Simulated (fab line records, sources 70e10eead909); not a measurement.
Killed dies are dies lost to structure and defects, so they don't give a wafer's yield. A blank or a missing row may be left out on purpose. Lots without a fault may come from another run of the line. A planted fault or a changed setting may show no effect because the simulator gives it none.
fab line records | flow nand_harc
record lots=13 wafers=37 last_day=33
route steps=1302 shown A_CONTACT@1050 END@1302
lots that met no fault: from a run of the same line without faults
start_h: hours from the record's first day to the start of the lot's first wafer shown | wait_h: hours since the lot's step before | " the same as in the row above | L1.1+2: a row that stands for several wafers | - no value, or no start given | * or withheld: withheld | < > ~ a bound
route shown NAME@n: a module of which the file shows steps, and the number in the route of the first | usual: mean/standard deviation of fault-free wafers | same: alike in all rows | chamber/n: place in a boat | sites: the reading at each site | _std_site: their standard deviation | _edge_site: outer sites' mean less inner sites' | radius_mm: how far each site lies from the wafer's centre | mask NAME#n: copy n | behind: the tool/chamber that last shaped the wafer | hold: why the lot was held/for how many hours/how that ended | device: the transistor (n, p or np) that didn't switch | end of line: the same wafers' tests at the end of the route | a step without rows: its recipe alone | killed: dies lost to structure and defects at the first sort, not the wafer's yield | map: a wafer's dies, x killed, . not, _ none there
set.NAME: the setting as run; set.NAME@STEP: as run at that earlier step | model.NAME: the simulator's own value behind a step, which no gauge read
steps of the route over a sample of lots; a table a step, a row a wafer
services: from which hour (start_h, from the record's first day; less than 0 if before it) a tool's chamber was out of use, for how many hours, and why
## steps
# step NHARC_A_CONTACT_ETCH_127
# recipe source_w=withheld pressure_mtorr=20 bias_v=3000 time_s=197 target_depth_a=19180 ar_flow_sccm=withheld c4f8_flow_sccm=withheld o2_flow_sccm=withheld chemistry=C4F8/O2/Ar
# usual oes_air_line_au=0.999/0.02
# columns lot.wafer tool chamber start_h wait_h oes_air_line_au rf_hours_counter_h
L941.4 har_cap_etch-02 1 503.52 0.1 1.012 -
L941.3 " 0 " " 0.994 -
L941.6 " 1 " " 0.992 -
L942.2 har_cap_etch-03 0 504.06 0.1 0.995 44
L942.1 " 1 " " 1.021 44
L942.4 " 1 " " 1.013 -
L944.1 har_cap_etch-03 0 532.39 0.1 0.976 51
L944.6 " 0 " " 1.000 -
L944.5 " 1 " " 1.012 -
L950.4 har_cap_etch-02 0 586.16 0.1 1.008 -
L950.6 " 0 " " 0.987 -
L949.4 har_cap_etch-03 1 591.92 0.1 0.993 -
L949.5 " 0 " " 0.978 -
L955.2 har_cap_etch-03 1 637.54 0.1 0.979 71
L955.4 " 0 " " 0.983 -
L955.5 " 1 " " 1.010 -
L958.2 har_cap_etch-02 0 682.26 0.1 1.003 123
L958.4 " 1 " " 0.951 -
L958.6 " 1 " " 0.986 -
L960.1 har_cap_etch-01 0 687.58 0.1 1.007 28
L960.2 " 1 " " 0.991 28
L960.4 " 1 " " 0.956 -
L959.2 har_cap_etch-02 0 692.62 0.1 1.031 128
L959.3 " 1 " " 1.033 -
L959.5 " 0 " " 1.002 -
L961.2 har_cap_etch-03 1 696.96 0.1 1.039 79
L961.6 " 0 " " 0.953 -
L961.5 " 1 " " 1.039 -
L962.3 har_cap_etch-03 1 714.35 0.1 1.028 -
L962.5 " 1 " " 1.024 -
L962.6 " 0 " " 1.018 -
L963.4 har_cap_etch-01 1 722.69 0.1 0.993 -
L963.5 " 0 " " 1.004 -
L963.6 " 1 " " 0.982 -
L964.3 har_cap_etch-02 1 731.82 0.1 1.001 -
L964.6 " 1 " " 1.012 -
L964.5 " 0 " " 1.033 -
# step NHARC_A_CONTACT_ETCH_132
# recipe source_w=withheld pressure_mtorr=20 bias_v=3000 time_s=197 target_depth_a=19240 ar_flow_sccm=withheld c4f8_flow_sccm=withheld o2_flow_sccm=withheld chemistry=C4F8/O2/Ar
# usual oes_air_line_au=1.000/0.021
# columns lot.wafer tool chamber start_h wait_h oes_air_line_au rf_hours_counter_h
L941.4 har_cap_etch-02 1 504.39 0.1 0.993 -
L941.3 " 0 " " 1.005 -
L941.6 " 1 " " 0.963 -
L942.2 har_cap_etch-03 0 504.94 0.1 0.959 45
L942.1 " 1 " " 1.010 45
L942.4 " 1 " " 0.996 -
L944.1 har_cap_etch-03 0 533.28 0.1 1.062 52
L944.6 " 0 " " 1.026 -
L944.5 " 1 " " 0.977 -
L950.4 har_cap_etch-02 0 587.05 0.1 1.029 -
L950.6 " 0 " " 1.016 -
L949.4 har_cap_etch-03 1 592.81 0.1 0.978 -
L949.5 " 0 " " 1.001 -
L955.2 har_cap_etch-03 1 638.43 0.1 1.007 71
L955.4 " 0 " " 1.010 -
L955.5 " 1 " " 1.005 -
L958.2 har_cap_etch-02 0 683.15 0.1 1.032 124
L958.4 " 1 " " 0.999 -
L958.6 " 1 " " 1.026 -
L960.1 har_cap_etch-01 0 688.47 0.1 1.019 29
L960.2 " 1 " " 1.010 29
L960.4 " 1 " " 0.977 -
L959.2 har_cap_etch-02 0 693.51 0.1 0.996 128
L959.3 " 1 " " 1.005 -
L959.5 " 0 " " 1.016 -
L961.2 har_cap_etch-03 1 697.84 0.1 0.990 79
L961.6 " 0 " " 0.957 -
L961.5 " 1 " " 0.989 -
L962.3 har_cap_etch-03 1 715.24 0.1 1.015 -
L962.5 " 1 " " 0.985 -
L962.6 " 0 " " 0.973 -
L963.4 har_cap_etch-01 1 723.57 0.1 1.017 -
L963.5 " 0 " " 1.022 -
L963.6 " 1 " " 1.018 -
L964.3 har_cap_etch-02 1 732.70 0.1 0.998 -
L964.6 " 1 " " 0.969 -
L964.5 " 0 " " 0.957 -
# step NHARC_A_CONTACT_SOFTBAKE_03
# recipe temp_c=105 time_s=55
# usual chill_plate_temp_C=23.01/0.1 heater_power_total_W=188.47/0.14
# columns lot.wafer tool chamber start_h wait_h chill_plate_temp_C heater_power_total_W
L941.3 litho_track-04 0 508 - 22.94 188.39
L941.4 " 0 " " 23.05 188.29
L941.6 " 0 " " 23.07 188.45
L942.1 litho_track-04 0 509 - 23.04 188.53
L942.2 " 0 " " 23.06 188.22
L942.4 " 0 " " 22.92 188.38
L944.1 litho_track-01 0 537 - 22.96 188.71
L944.5 " 0 " " 23.05 188.49
L944.6 " 0 " " 23.10 188.50
L950.4 litho_track-04 0 593 - 23.02 188.73
L950.6 " 0 " " 23.01 323.15
L949.4 litho_track-04 0 596 - 23.17 188.52
L949.5 " 0 " " 22.96 323.53
L955.2 litho_track-01 0 642 - 22.93 188.77
L955.4 " 0 " " 22.94 188.32
L955.5 " 0 " " 22.99 188.74
L958.2 litho_track-06 0 687 - 22.92 188.40
L958.4 " 0 " " 22.95 188.37
L958.6 " 0 " " 22.85 188.70
L960.1 litho_track-04 0 693 - 23.17 188.43
L960.2 " 0 " " 23.12 188.23
L960.4 " 0 " " 23.02 188.42
L959.2 litho_track-04 0 698 - 22.93 188.50
L959.3 " 0 " " 22.88 188.75
L959.5 " 0 " " 22.98 188.79
L961.2 litho_track-06 0 702 - 23.05 188.35
L961.5 " 0 " " 23.02 188.31
L961.6 " 0 " " 23.11 188.36
L962.3 litho_track-04 0 719 - 23.08 188.31
L962.5 " 0 " " 23.09 188.47
L962.6 " 0 " " 23.12 188.78
L963.4 litho_track-01 0 731 - 23.04 188.56
L963.5 " 0 " " 23.07 188.48
L963.6 " 0 " " 23.15 188.39
L964.3 litho_track-04 0 736 - 22.87 188.66
L964.5 " 0 " " 23.01 188.46
L964.6 " 0 " " 22.84 188.26
# step NHARC_A_CONTACT_ETCH_88
# recipe target_depth_a=390 over_etch_frac=0.3 time_s=65 ion_energy_ev=80 cf4_flow_sccm=150 ar_flow_sccm=0 rf_w=300 bias_w=100 chemistry=CF4
# usual drypump_motor_current_A=5.6/0.33 oes_product_au=1.003/0.0097 rf_vpp_V=151.8/1.1 showerhead_plenum_p_Torr=1.81/0.066 throttle_valve_pct=13.283/0.0091
# columns lot.wafer tool chamber start_h wait_h drypump_motor_current_A oes_product_au rf_hours_counter_h rf_vpp_V showerhead_plenum_p_Torr throttle_valve_pct
L941.4 rie_diel-12 2 509.34 0.1 5.8 0.998 10 153.8 1.86 13.291
L941.3 " 0 " " 5.5 0.984 11 152.7 1.91 13.283
L941.6 " 3 " " 5.4 0.988 - 151.4 1.85 13.289
L942.2 rie_diel-03 1 509.96 0.1 6.1 1.006 16 150.7 1.74 13.277
L942.1 " 3 " " 5.6 1.004 14 151.7 1.89 13.293
L942.4 " 1 " " 6.1 1.003 - 150.5 1.74 13.284
L944.1 rie_diel-03 2 538.68 0.1 4.8 0.994 28 151.7 1.72 13.283
L944.6 " 2 " " 4.8 1.002 - 151.5 1.72 13.272
L944.5 " 3 " " 5.6 1.011 - 151.5 1.88 13.285
L950.4 rie_diel-12 0 594.43 0.1 5.5 0.995 28 154.2 1.90 13.274
L950.6 " 1 " " 6.0 1.003 - 151.3 1.79 13.285
L949.4 rie_diel-12 3 597.60 0.1 5.4 0.997 24 152.5 1.84 13.286
L949.5 " 0 " " 5.6 0.991 - 152.4 1.90 13.276
L955.4 rie_diel-12 2 643.28 0.1 5.7 1.020 0 151.2 1.86 13.285
L955.2 " 1 " " 6.0 0.998 2 151.3 1.78 13.295
L955.5 " 3 " " 5.4 0.999 - 151.7 1.84 13.274
L958.2 rie_diel-12 2 688.15 0.1 5.8 1.021 8 150.8 1.86 13.281
L958.4 " 1 " " 6.0 1.000 - 151.0 1.78 13.280
L958.6 " 3 " " 5.4 0.992 - 150.0 1.84 13.291
L960.2 rie_diel-12 2 694.35 0.1 5.8 1.025 10 152.6 1.86 13.272
L960.4 " 0 " " 5.6 0.998 6 152.4 1.90 13.285
L960.1 " 1 " " 6.0 1.005 11 150.8 1.78 13.291
L959.3 rie_diel-08 1 699.35 0.1 5.6 0.991 43 152.2 1.85 13.263
L959.2 " 0 " " 5.6 1.013 47 151.0 1.77 13.268
L959.5 " 1 " " 5.6 0.995 - 152.8 1.85 13.287
L961.2 rie_diel-12 3 702.96 0.1 5.4 1.001 13 152.4 1.84 13.282
L961.5 " 2 " " 5.8 1.021 - 152.9 1.86 13.286
L961.6 " 3 " " 5.4 0.993 - 151.5 1.84 13.272
L962.3 rie_diel-03 3 720.59 0.1 5.7 0.996 25 153.1 1.87 13.273
L962.6 " 0 " " 5.3 1.016 - 150.3 1.70 13.267
L962.5 " 1 " " 6.1 1.011 - 150.4 1.72 13.291
L963.4 rie_diel-12 2 731.85 0.1 5.8 1.007 18 151.0 1.85 13.278
L963.6 " 0 " " 5.6 1.002 - 152.4 1.89 13.301
L963.5 " 1 " " 6.0 1.006 - 151.7 1.78 13.273
L964.3 rie_diel-12 1 737.49 0.1 6.0 0.988 20 151.5 1.78 13.281
L964.5 " 1 " " 6.0 1.004 - 151.6 1.78 13.272
L964.6 " 2 " " 5.8 1.007 - 152.5 1.85 13.268
# step NHARC_END_SORT_01
# recipe temp_c=25
# usual killed_at_array=49/18 killed_at_other=0.7/1.1 killed_at_periphery=4.0/2.6 killed_dies=54/19 killed_open=3.4/1.7 killed_short=2.5/1.7
# same gross_dies=677
# columns lot.wafer tool chamber start_h wait_h killed_at_array killed_at_other killed_at_periphery killed_dies killed_open killed_short
L942.1 prober-02 0 559.38 2.5 30 1 6 37 2 5
L942.2 prober-02 0 560.18 2.8 49 0 4 53 4 4
L942.4 prober-02 0 561.79 3.4 46 1 9 56 4 2
L941.3 prober-01 0 560.96 3.1 45 1 3 49 3 1
L941.4 prober-01 0 561.77 3.4 59 2 1 62 2 4
L941.6 prober-01 0 563.37 4.0 41 0 5 46 5 0
L944.1 prober-01 0 590.29 2.5 46 2 0 48 3 2
L944.5 prober-01 0 593.54 3.8 46 0 3 49 8 1
L944.6 prober-01 0 594.35 4.1 39 1 3 43 3 6
L950.4 prober-01 0 647.81 3.4 26 1 5 32 3 0
L950.6 prober-01 0 649.42 4.0 36 1 6 43 5 2
L949.4 prober-02 0 651.96 3.4 48 2 4 54 3 2
L949.5 prober-02 0 652.75 3.7 74 0 7 81 6 2
L955.2 prober-01 0 693.28 2.8 59 1 5 65 3 3
L955.4 prober-01 0 694.89 3.4 53 1 3 57 3 1
L955.5 prober-01 0 695.69 3.7 64 2 7 73 4 1
L958.2 prober-01 0 735.81 2.8 75 0 5 80 5 5
L958.4 prober-01 0 737.40 3.4 93 1 6 100 6 3
L958.6 prober-01 0 738.98 4.0 74 1 2 77 2 4
L960.1 prober-01 0 743.69 2.5 20 0 1 21 0 2
L960.2 prober-01 0 744.49 2.8 29 0 4 33 4 3
L960.4 prober-01 0 746.11 3.4 19 0 2 21 3 1
L959.2 prober-01 0 752.71 2.8 63 0 2 65 2 1
L959.3 prober-01 0 753.53 3.1 76 0 7 83 2 1
L959.5 prober-01 0 755.16 3.8 78 0 4 82 4 0
L961.2 prober-01 0 760.54 2.8 40 2 0 42 2 3
L961.5 prober-01 0 762.97 3.7 46 0 0 46 1 4
L961.6 prober-01 0 763.78 4.0 63 0 2 65 4 2
L962.3 prober-02 0 772.32 3.1 48 4 3 55 3 2
L962.5 prober-02 0 773.95 3.8 65 3 5 73 3 7
L962.6 prober-02 0 774.76 4.1 32 3 4 39 4 1
L963.4 prober-02 0 785.10 3.4 62 0 3 65 3 4
L963.5 prober-02 0 785.91 3.7 57 0 2 59 2 1
L963.6 prober-02 0 786.72 4.0 46 0 3 49 2 4
L964.3 prober-01 0 792.16 3.2 16 1 5 22 4 3
L964.5 prober-01 0 793.78 3.8 21 0 4 25 3 2
L964.6 prober-01 0 794.59 4.1 32 0 5 37 5 7
# killed by level:class
L942.1 A_CHANNEL_HOLE_D2:chamber_film_flake=16 A_CHANNEL_HOLE_D1:chamber_film_flake=4 P_BONDPAD:chamber_film_flake=3 A_CONTACT:chamber_film_flake=3 P_GATE:geometric_particle:open=2 A_WL_FILL:geometric_particle:short=2 A_STAIRCASE:chamber_film_flake=2 A_ONON_D2:geometric_particle:short=1
L942.2 A_CHANNEL_HOLE_D2:chamber_film_flake=28 P_BONDPAD:chamber_film_flake=4 A_STAIRCASE:chamber_film_flake=4 A_CONTACT:chamber_film_flake=4 A_WL_FILL:chamber_film_flake=3 A_WL_FILL:geometric_particle:short=2 A_CHANNEL_HOLE_D1:chamber_film_flake=2 A_CHANNEL_FILL_D1:geometric_particle:open=1
L941.3 A_SLIT:chamber_film_flake=16 A_CHANNEL_HOLE_D1:chamber_film_flake=15 A_CONTACT:chamber_film_flake=5 A_CHANNEL_HOLE_D2:chamber_film_flake=4 P_GATE:chamber_film_flake=2 A_STAIRCASE:chamber_film_flake=2 P_M0:geometric_particle:open=1 A_DECK1_JOINT:geometric_particle:short=1
L941.4 A_CHANNEL_HOLE_D1:chamber_film_flake=26 A_SLIT:chamber_film_flake=20 A_CONTACT:chamber_film_flake=4 A_CHANNEL_HOLE_D2:chamber_film_flake=2 P_GATE:geometric_particle:short=1 A_CHANNEL_FILL_D2:geometric_particle:short=1 A_ONON_D1:geometric_particle:short=1 A_WL_FILL:geometric_particle:short=1
L942.4 A_CHANNEL_HOLE_D2:chamber_film_flake=36 P_BONDPAD:chamber_film_flake=9 A_WL_FILL:chamber_film_flake=2 A_CHANNEL_FILL_D1:geometric_particle:short=1 A_ONON_D2:geometric_particle:open=1 A_CHANNEL_FILL_D2:geometric_particle:short=1 A_SLIT:geometric_particle:open=1 A_WL_FILL:geometric_particle:open=1
L941.6 A_SLIT:chamber_film_flake=18 A_CHANNEL_HOLE_D1:chamber_film_flake=12 A_CHANNEL_HOLE_D2:chamber_film_flake=4 A_ONON_D1:geometric_particle:open=3 P_GATE:chamber_film_flake=3 P_GATE:geometric_particle:open=1 A_WL_FILL:geometric_particle:open=1 P_ZERO_WELL:chamber_film_flake=1
L944.1 A_SLIT:chamber_film_flake=23 A_CHANNEL_HOLE_D2:chamber_film_flake=6 A_STAIRCASE:chamber_film_flake=6 A_CONTACT:chamber_film_flake=5 THIN_TSV:chamber_film_flake=2 A_SOURCE_PLATE:geometric_particle:short=1 A_CHANNEL_FILL_D1:geometric_particle:open=1 A_SGD_CUT:geometric_particle:short=1
L944.5 A_SLIT:chamber_film_flake=28 A_STAIRCASE:chamber_film_flake=5 A_WL_FILL:geometric_particle:open=2 A_BLC:geometric_particle:open=2 A_DECK1_JOINT:chamber_film_flake=2 P_GATE:geometric_particle:open=1 P_CONTACT:geometric_particle:open=1 P_M1:geometric_particle:open=1
L944.6 A_SLIT:chamber_film_flake=18 A_CHANNEL_HOLE_D2:chamber_film_flake=6 A_DECK1_JOINT:geometric_particle:short=2 A_CHANNEL_HOLE_D1:chamber_film_flake=2 A_CHANNEL_FILL_D2:chamber_film_flake=2 A_CONTACT:chamber_film_flake=2 P_GATE:geometric_particle:short=1 P_GATE:geometric_particle:open=1
L950.4 A_CHANNEL_HOLE_D2:chamber_film_flake=14 P_GATE:chamber_film_flake=4 A_CHANNEL_HOLE_D1:chamber_film_flake=4 A_CONTACT:chamber_film_flake=4 A_CHANNEL_HOLE_D1:geometric_particle:open=1 A_CHANNEL_HOLE_D2:geometric_particle:open=1 A_M1:geometric_particle:open=1 P_BONDPAD:chamber_film_flake=1
L950.6 A_CHANNEL_HOLE_D2:chamber_film_flake=12 A_CHANNEL_HOLE_D1:chamber_film_flake=5 P_GATE:chamber_film_flake=4 A_CHANNEL_FILL_D2:chamber_film_flake=4 A_STAIRCASE:chamber_film_flake=4 A_CONTACT:chamber_film_flake=3 P_M0:geometric_particle:open=1 A_ONON_D1:geometric_particle:short=1
L949.4 A_SLIT:chamber_film_flake=22 A_CHANNEL_HOLE_D2:chamber_film_flake=13 A_CHANNEL_HOLE_D1:chamber_film_flake=2 A_STAIRCASE:chamber_film_flake=2 A_WL_FILL:chamber_film_flake=2 A_M0:chamber_film_flake=2 THIN_TSV:chamber_film_flake=2 P_CONTACT:geometric_particle:open=1
L949.5 A_CHANNEL_HOLE_D2:chamber_film_flake=33 A_SLIT:chamber_film_flake=22 A_CHANNEL_HOLE_D1:chamber_film_flake=4 P_GATE:chamber_film_flake=3 A_STAIRCASE:chamber_film_flake=3 A_DECK1_JOINT:geometric_particle:open=2 A_CHANNEL_FILL_D2:geometric_particle:open=2 A_CHANNEL_FILL_D2:chamber_film_flake=2
L955.2 A_CHANNEL_HOLE_D2:chamber_film_flake=23 A_CHANNEL_HOLE_D1:chamber_film_flake=18 A_STAIRCASE:chamber_film_flake=4 A_SLIT:chamber_film_flake=4 P_GATE:chamber_film_flake=3 A_CHANNEL_FILL_D2:geometric_particle:short=2 A_CONTACT:chamber_film_flake=2 A_ONON_D1:geometric_particle:short=1
L955.4 A_CHANNEL_HOLE_D2:chamber_film_flake=25 A_CHANNEL_HOLE_D1:chamber_film_flake=15 A_CONTACT:chamber_film_flake=4 A_STAIRCASE:chamber_film_flake=3 A_CHANNEL_FILL_D2:geometric_particle:open=2 A_WL_FILL:chamber_film_flake=2 P_CONTACT:geometric_particle:open=1 A_DECK1_JOINT:geometric_particle:short=1
L955.5 A_CHANNEL_HOLE_D1:chamber_film_flake=31 A_CHANNEL_HOLE_D2:chamber_film_flake=18 A_STAIRCASE:chamber_film_flake=6 P_GATE:chamber_film_flake=3 P_CONTACT:geometric_particle:open=2 P_ZERO_WELL:chamber_film_flake=2 THIN_TSV:chamber_film_flake=2 A_SLIT:chamber_film_flake=2
L958.2 A_CHANNEL_HOLE_D1:chamber_film_flake=35 A_CHANNEL_HOLE_D2:chamber_film_flake=14 A_SLIT:chamber_film_flake=13 A_ONON_D1:geometric_particle:short=3 P_STI:chamber_film_flake=3 A_CONTACT:chamber_film_flake=3 A_CHANNEL_FILL_D1:geometric_particle:open=2 P_CONTACT:geometric_particle:open=1
L958.4 A_CHANNEL_HOLE_D1:chamber_film_flake=44 A_SLIT:chamber_film_flake=26 A_CHANNEL_HOLE_D2:chamber_film_flake=12 A_CONTACT:chamber_film_flake=4 P_STI:chamber_film_flake=3 P_CONTACT:geometric_particle:open=2 P_M0:geometric_particle:open=1 A_ONON_D1:geometric_particle:open=1
L958.6 A_CHANNEL_HOLE_D1:chamber_film_flake=32 A_SLIT:chamber_film_flake=16 A_CHANNEL_HOLE_D2:chamber_film_flake=9 A_CONTACT:chamber_film_flake=6 A_STAIRCASE:chamber_film_flake=2 A_SOURCE_PLATE:geometric_particle:open=1 A_ONON_D1:geometric_particle:open=1 A_CHANNEL_FILL_D1:geometric_particle:short=1
L960.1 A_CHANNEL_HOLE_D1:chamber_film_flake=7 A_SLIT:chamber_film_flake=7 A_STAIRCASE:chamber_film_flake=2 A_ONON_D1:geometric_particle:short=1 A_ONON_D2:geometric_particle:short=1 P_BONDPAD:chamber_film_flake=1 A_WL_FILL:chamber_film_flake=1 A_CONTACT:chamber_film_flake=1
L960.2 A_CHANNEL_HOLE_D1:chamber_film_flake=14 A_SLIT:chamber_film_flake=3 A_WL_FILL:chamber_film_flake=3 P_GATE:chamber_film_flake=2 A_STAIRCASE:chamber_film_flake=2 P_M0:geometric_particle:short=1 A_ONON_D1:geometric_particle:short=1 A_DECK1_JOINT:geometric_particle:short=1
L960.4 A_CHANNEL_HOLE_D1:chamber_film_flake=7 A_SLIT:chamber_film_flake=4 A_STAIRCASE:chamber_film_flake=3 P_CONTACT:geometric_particle:short=1 A_CHANNEL_HOLE_D2:geometric_particle:open=1 A_WL_FILL:geometric_particle:open=1 A_M0:geometric_particle:open=1 P_BONDPAD:chamber_film_flake=1
L959.2 A_CHANNEL_HOLE_D2:chamber_film_flake=22 A_SLIT:chamber_film_flake=16 A_CHANNEL_HOLE_D1:chamber_film_flake=12 A_CONTACT:chamber_film_flake=6 A_BLC:chamber_film_flake=3 P_M0:geometric_particle:open=1 A_CHANNEL_FILL_D2:geometric_particle:open=1 A_WL_FILL:geometric_particle:short=1
L959.3 A_CHANNEL_HOLE_D1:chamber_film_flake=28 A_SLIT:chamber_film_flake=19 A_CHANNEL_HOLE_D2:chamber_film_flake=17 P_ZERO_WELL:chamber_film_flake=3 P_BONDPAD:chamber_film_flake=3 A_CONTACT:chamber_film_flake=3 A_ZERO_WELL:chamber_film_flake=2 A_WL_FILL:chamber_film_flake=2
L959.5 A_CHANNEL_HOLE_D1:chamber_film_flake=33 A_SLIT:chamber_film_flake=18 A_CHANNEL_HOLE_D2:chamber_film_flake=11 A_CONTACT:chamber_film_flake=7 P_ZERO_WELL:chamber_film_flake=3 A_CHANNEL_FILL_D2:chamber_film_flake=2 A_BLC:chamber_film_flake=2 P_M0:geometric_particle:open=1
L961.2 A_SLIT:chamber_film_flake=18 A_CHANNEL_HOLE_D1:chamber_film_flake=5 A_CHANNEL_HOLE_D2:chamber_film_flake=4 A_STAIRCASE:chamber_film_flake=3 A_CONTACT:chamber_film_flake=3 A_WL_FILL:geometric_particle:short=2 A_DECK1_JOINT:chamber_film_flake=2 A_CHANNEL_FILL_D1:geometric_particle:open=1
L961.5 A_SLIT:chamber_film_flake=15 A_CHANNEL_HOLE_D1:chamber_film_flake=11 A_STAIRCASE:chamber_film_flake=6 A_CHANNEL_HOLE_D2:chamber_film_flake=4 A_CONTACT:chamber_film_flake=4 A_CHANNEL_HOLE_D1:geometric_particle:short=1 A_CHANNEL_FILL_D1:geometric_particle:short=1 A_DECK1_JOINT:geometric_particle:short=1
L961.6 A_SLIT:chamber_film_flake=28 A_CHANNEL_HOLE_D1:chamber_film_flake=10 A_CHANNEL_HOLE_D2:chamber_film_flake=8 A_STAIRCASE:chamber_film_flake=7 A_CONTACT:chamber_film_flake=3 A_ONON_D1:geometric_particle:short=2 A_ONON_D1:geometric_particle:open=1 A_WL_FILL:geometric_particle:open=1
L962.3 A_CHANNEL_HOLE_D2:chamber_film_flake=14 A_CHANNEL_HOLE_D1:chamber_film_flake=13 A_SLIT:chamber_film_flake=10 A_CONTACT:chamber_film_flake=4 THIN_TSV:chamber_film_flake=4 P_M0:geometric_particle:open=2 A_STAIRCASE:chamber_film_flake=2 P_CONTACT:geometric_particle:short=1
L962.5 A_CHANNEL_HOLE_D2:chamber_film_flake=25 A_CONTACT:chamber_film_flake=11 A_SLIT:chamber_film_flake=11 A_CHANNEL_HOLE_D1:chamber_film_flake=9 THIN_TSV:chamber_film_flake=3 P_M0:geometric_particle:short=2 A_CHANNEL_FILL_D1:geometric_particle:short=2 A_CHANNEL_FILL_D2:geometric_particle:short=2
L962.6 A_CHANNEL_HOLE_D2:chamber_film_flake=14 A_CHANNEL_HOLE_D1:chamber_film_flake=5 A_SLIT:chamber_film_flake=5 A_CONTACT:chamber_film_flake=5 THIN_TSV:chamber_film_flake=3 P_M0:geometric_particle:open=2 P_M0:geometric_particle:short=1 P_M1:geometric_particle:open=1
L963.4 A_SLIT:chamber_film_flake=29 A_CHANNEL_HOLE_D2:chamber_film_flake=13 A_CONTACT:chamber_film_flake=4 A_CHANNEL_FILL_D1:chamber_film_flake=3 A_CHANNEL_HOLE_D1:chamber_film_flake=2 A_DECK1_JOINT:chamber_film_flake=2 A_SGD_CUT:chamber_film_flake=2 P_M1:geometric_particle:short=1
L963.5 A_SLIT:chamber_film_flake=24 A_CHANNEL_HOLE_D2:chamber_film_flake=17 A_CONTACT:chamber_film_flake=4 A_CHANNEL_FILL_D1:chamber_film_flake=3 P_STI:chamber_film_flake=2 A_DECK1_JOINT:chamber_film_flake=2 A_STAIRCASE:chamber_film_flake=2 A_CHANNEL_FILL_D1:geometric_particle:short=1
L963.6 A_SLIT:chamber_film_flake=18 A_CHANNEL_HOLE_D2:chamber_film_flake=9 A_CONTACT:chamber_film_flake=5 A_DECK1_JOINT:chamber_film_flake=4 A_CHANNEL_FILL_D1:chamber_film_flake=3 A_SGD_CUT:chamber_film_flake=2 P_GATE:geometric_particle:open=1 P_M1:geometric_particle:short=1
L964.3 A_CONTACT:chamber_film_flake=5 A_SLIT:chamber_film_flake=4 P_CONTACT:geometric_particle:open=1 P_M2:geometric_particle:short=1 P_BONDPAD:geometric_particle:short=1 A_SOURCE_PLATE:geometric_particle:short=1 A_DECK1_JOINT:geometric_particle:open=1 A_CONTACT:geometric_particle:open=1
L964.5 A_CONTACT:chamber_film_flake=11 A_SLIT:chamber_film_flake=4 P_BONDPAD:chamber_film_flake=2 P_CONTACT:geometric_particle:short=1 A_ONON_D1:geometric_particle:open=1 A_ONON_D1:geometric_particle:short=1 A_CHANNEL_FILL_D1:geometric_particle:open=1 A_CHANNEL_FILL_D2:geometric_particle:open=1
L964.6 A_SLIT:chamber_film_flake=9 A_CONTACT:chamber_film_flake=9 A_CHANNEL_FILL_D1:geometric_particle:open=2 P_BONDPAD:chamber_film_flake=2 A_DECK1_JOINT:chamber_film_flake=2 P_CONTACT:geometric_particle:open=1 P_M0:geometric_particle:short=1 A_CHANNEL_FILL_D1:geometric_particle:short=1
## services
# columns tool chamber start_h hours kind
har_cap_etch-01 - 497.00 17.0 pm
rie_diel-12 0 503.40 - clean
rie_diel-12 1 503.40 - clean
rie_diel-12 2 503.40 - clean
rie_diel-12 3 503.40 - clean
litho_track-01 - 505.00 7.0 pm
litho_track-06 - 529.00 7.0 pm
rie_diel-08 1 542.38 3.7 repair
rie_diel-08 - 545.21 9.0 pm
litho_track-04 - 553.00 7.0 pm
har_cap_etch-03 - 564.55 2.6 repair
rie_diel-12 1 577.49 3.9 repair
rie_diel-12 3 581.30 1.6 repair
rie_diel-12 - 622.40 9.0 pm
rie_diel-03 - 635.56 9.0 pm
rie_diel-08 1 648.37 9.1 repair
rie_diel-08 - 650.22 0.5 repair
rie_diel-08 - 666.91 0.3 repair
rie_diel-12 0 673.93 16.8 repair
rie_diel-03 3 678.19 6.5 repair
litho_track-01 - 680.00 7.0 pm
litho_track-06 - 704.00 7.0 pm
rie_diel-08 - 722.21 9.0 pm
litho_track-04 - 728.00 7.0 pm
## key
first_sign step=NHARC_A_CONTACT_SOFTBAKE_03 reading=heater_power_total_W direction=up sigmas=99+ usual=* struck=*
effect none on later readings
met_at NHARC_A_CONTACT_SOFTBAKE_03
struck_lots L949,L950
struck_wafers L949.5,L950.6
tester_left_out L949,L950
not_acting_at NHARC_A_CONTACT_ETCH_127,NHARC_A_CONTACT_ETCH_132,NHARC_A_CONTACT_ETCH_88
onset_between 509 593
fault kind=process_parameter_drift tool=litho_track-04 chamber=- onset_h=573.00 steps=NHARC_A_CONTACT_SOFTBAKE_03 channel=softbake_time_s offset=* shape=step end_h=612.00 scope=struck_wafers_only acts_in=* stated=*
# tester_left_out: of these lots the tester's yield and bins aren't shown, on N5 and GAA mostly nor the transistor test; their killed dies are dies lost to structure and defects alone, not to doping, threshold or leakage, so they don't give the yield
